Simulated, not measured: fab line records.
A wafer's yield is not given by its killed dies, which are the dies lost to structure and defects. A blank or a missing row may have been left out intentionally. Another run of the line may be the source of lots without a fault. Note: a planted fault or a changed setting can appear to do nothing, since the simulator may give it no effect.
A lot that was struck, set against a sound lot ; flow nandHarc ; 14 out of 1159 route steps
Sound: these wafers, L641.1, L641.3, L641.4. Struck: wafer L650.6. The cause comes at the end.
Each step with rows lists, per side, the tool, then ch with its chambers, then its first start. Under that, the readings that differ: sound wafers ; struck wafers ; difference of the means ; sigmas: that difference in standard deviations of wafers without a fault.
alike: a reading whose means differ by less than 2 such deviations, as well as words and numbers matching on both sides. not compared: withheld readings; readings where some wafer has no value; bounds like >300 that might hide an equal value; numbers whose values overlap and for which the record gives no deviation.
A row with sigmas, a row that says differs or no value, or rows on one side alone: a step with any of these is where the two part. Numbers that don't overlap but have no deviation are shown without sigmas and don't part them. Lack of a reading on every wafer of one side parts them only where that side has two or more wafers.

NHARC_A_STAIRCASE_TRIM_189: chemistry O2, time 211.2 s.
  sound on rieDiel-08 ch 0,1,3; struck on rieDiel-02 ch 2
reading;sound;struck;difference;sigmas
throttleValvePct (%);17.049 17.038 17.038;17.016;-0.026;-3
  alike: drypumpMotorCurrentA, oesProductAu, rfVppV, showerheadPlenumPTorr
  not compared: rfHoursCounterH
then, 6 steps without rows for these wafers: NHARC_A_STAIRCASE_ETCH_190 (etches the open film in C4F8/O2, target depth 100 nm, time 40.5 s); NHARC_A_STAIRCASE_TRIM_191 (chemistry O2, time 211.2 s); NHARC_A_STAIRCASE_ETCH_192 (etches the open film in C4F8/O2, target depth 100 nm, time 40.5 s); NHARC_A_STAIRCASE_TRIM_193 (chemistry O2, time 211.2 s); NHARC_A_STAIRCASE_ETCH_194 (etches the open film in C4F8/O2, target depth 100 nm, time 40.5 s); NHARC_A_STAIRCASE_TRIM_196 (chemistry O2, time 211.2 s).
NHARC_A_STAIRCASE_ETCH_197: etches the open film in C4F8/O2, target depth 100 nm, time 40.5 s.
  sound on rieDiel-02 ch 0,1,3; struck on rieDiel-02 ch 2
  alike: oesProductAu, rfVppV
  not compared: rfHoursCounterH
NHARC_A_STAIRCASE_TRIM_198: chemistry O2, time 211.2 s.
  sound on rieDiel-02 ch 0,1,3; struck on rieDiel-02 ch 2
reading;sound;struck;difference;sigmas
oesProductAu (a.u.);1.029 1.022 1.001;0.996;-0.021;-2
  alike: drypumpMotorCurrentA, rfVppV, showerheadPlenumPTorr, throttleValvePct
  not compared: rfHoursCounterH
then, 1 step without rows for these wafers: NHARC_A_STAIRCASE_ETCH_199 (etches the open film in C4F8/O2, target depth 100 nm, time 40.5 s).
NHARC_A_STAIRCASE_TRIM_200: chemistry O2, time 211.2 s.
  sound on rieDiel-02 ch 0,2,3; struck on rieDiel-02 ch 0
reading;sound;struck;difference;sigmas
rfVppV (V);57.1 57.6 56.8;59.2;+2.0;+2
  alike: drypumpMotorCurrentA, oesProductAu, showerheadPlenumPTorr, throttleValvePct
  not compared: rfHoursCounterH
NHARC_A_STAIRCASE_ETCH_201: etches the open film in C4F8/O2, target depth 100 nm, time 40.5 s.
  sound on rieDiel-02 ch 0,1,3, day 12 03:13; struck on rieDiel-02 ch 0, day 14 16:16
reading;sound;struck;difference;sigmas
oesProductAu (a.u.);0.963 0.949 0.968;0.749;-0.211;-12
  alike: rfVppV
  not compared: rfHoursCounterH
NHARC_A_STAIRCASE_TRIM_202: chemistry O2, time 211.2 s.
  sound on rieDiel-02 ch 0,1,3; struck on rieDiel-02 ch 0
  alike: drypumpMotorCurrentA, oesProductAu, rfVppV, showerheadPlenumPTorr, throttleValvePct
  not compared: rfHoursCounterH
-- record jumps: 9 days between struck wafers' starts before vs after; left off in module A_STAIRCASE, resumes in module END, first step shown is number 1159 of the route --
NHARC_END_SORT_01:
  at this point the record logs the struck wafers (prober-02 ch 0, day 23 13:23) and has no rows for the sound ones

WHERE THEY PART
Earliest at NHARC_A_STAIRCASE_TRIM_189; latest, in this record, at NHARC_END_SORT_01.

WHY: what had been put in by the simulator
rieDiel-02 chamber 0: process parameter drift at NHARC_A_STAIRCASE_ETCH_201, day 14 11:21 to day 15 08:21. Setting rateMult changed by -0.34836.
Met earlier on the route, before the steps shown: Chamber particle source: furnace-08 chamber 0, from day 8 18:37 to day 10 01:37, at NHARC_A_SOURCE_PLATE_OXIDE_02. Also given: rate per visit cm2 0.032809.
